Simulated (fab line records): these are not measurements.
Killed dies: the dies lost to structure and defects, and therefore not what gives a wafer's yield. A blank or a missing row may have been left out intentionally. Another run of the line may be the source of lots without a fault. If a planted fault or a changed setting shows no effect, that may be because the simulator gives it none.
Chamber matching -- flow nand harc -- NHARC_A_CONTACT_DESCUM_47 on rie diel-07 has 4 sister chambers
The step chemistry O2, time 3 s. 16 wafers are shown with their chamber, then 8 later ones without.

## EACH WAFER AND ITS CHAMBER
wafer,chamber,showerhead plenum p Torr (Torr),rf vpp V (V),throttle valve pct (%)
L958.2,0,1.82,59.6,11.293
L958.5,2,1.94,56.5,11.302
L958.6,3,2.01,59.7,11.299
L961.1,0,1.82,56.8,11.316
L961.4,3,2.01,57.2,11.298
L961.6,1,1.99,58.0,11.315
L963.1,2,1.94,57.5,11.324
L963.2,0,1.82,57.2,11.319
L963.3,3,2.01,59.9,11.309
L966.2,2,1.94,58.3,11.316
L966.4,0,1.82,56.9,11.306
L966.5,0,1.82,56.0,11.295
L970.1,2,1.93,57.1,11.325
L970.2,3,2.01,58.3,11.327
L970.3,1,1.98,58.1,11.311
L973.2,3,2.01,57.5,11.310

SIGNATURES, as means of the wafers listed above
reading,chamber 0,chamber 1,chamber 2,chamber 3,scatter within a chamber
showerhead plenum p Torr,1.8200,1.9850,1.9375,2.0100,0.00323
rf vpp V,57.300,58.050,57.350,58.520,1.13
throttle valve pct,11.30580,11.31300,11.31675,11.30860,0.011
Rule: distance of a wafer from a chamber = root of the sum over the readings of ((wafer's reading minus chamber's mean) / reading's scatter) squared. The wafer belongs to the nearest chamber; if the next one is less than 2 further off, it can't be placed. The scatter: the root of (the sum of the squares of (reading less its chamber's mean) over the shown wafers, divided by (wafers less chambers)).

## WAFERS WITH NO CHAMBER GIVEN
wafer,showerhead plenum p Torr (Torr),rf vpp V (V),throttle valve pct (%)
L973.5,2.01,57.4,11.317
L973.6,1.82,57.8,11.309
L975.1,1.93,57.7,11.315
L975.4,1.98,57.6,11.319
L975.6,1.98,58.3,11.306
L978.1,2.00,58.1,11.315
L978.4,1.81,56.8,11.314
L978.5,1.93,57.8,11.313

## CHAMBER TAKEN BY EACH
wafer,from the rows above,in truth
L973.5,3,3
L973.6,0,0
L975.1,2,2
L975.4,1,1
L975.6,1,1
L978.1,can't be placed: 3 or 1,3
L978.4,0,0
L978.5,2,2
Correct placement for 7 of the 8. Not placeable from these rows: 1 (in 1, the candidates include the true chamber). Placed wrongly: 0.
